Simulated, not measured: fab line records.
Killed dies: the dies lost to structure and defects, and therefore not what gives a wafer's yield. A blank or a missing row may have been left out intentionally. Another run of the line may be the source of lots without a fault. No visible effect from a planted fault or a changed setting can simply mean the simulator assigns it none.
Chamber matching | flow n5Finfet | rieDiel-06 running N5_STI_FIN_REVEAL_STRIP_24: 4 sister chambers
The step strips in N2/H2, time 90 s. 4 wafers are shown with their chamber, then 7 later ones without.

EACH WAFER AND ITS CHAMBER
wafer  | chamber | drypumpMotorCurrentA (A)
L892.3 | 1       | 5.63
L892.5 | 3       | 5.30
L898.2 | 2       | 5.77
L898.3 | 0       | 5.61

WAFERS WITHOUT THEIR CHAMBER
wafer  | drypumpMotorCurrentA (A)
L898.5 | 5.62
L899.1 | 5.77
L899.4 | 5.60
L899.6 | 5.58
L900.2 | 5.77
L900.3 | 5.30
L900.6 | 5.30

WHICH CHAMBER EACH WENT THROUGH
wafer  | from the rows above     | in truth
L898.5 | can't be placed: 0 or 1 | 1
L899.1 | 2                       | 2
L899.4 | can't be placed: 0 or 1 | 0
L899.6 | can't be placed: 0 or 1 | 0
L900.2 | 2                       | 2
L900.3 | 3                       | 3
L900.6 | 3                       | 3
Placed correctly: 4 of 7. Can't be placed from these rows: 3 (the true chamber is among the candidates in 3). Wrongly placed: 0.
How it was worked out, from the rows above alone: a wafer's distance from a chamber is the root of the sum, over the readings, of the square of ((its reading less the chamber's mean) divided by the reading's scatter). If the next closest chamber is less than 2 further off than the closest, the wafer can't be placed; otherwise it belongs to the closest. For every chamber, the mean is computed from those of its wafers that are shown. The scatter: root of mean squared gap, hidden wafer to nearest shown wafer, with one shown wafer a chamber.
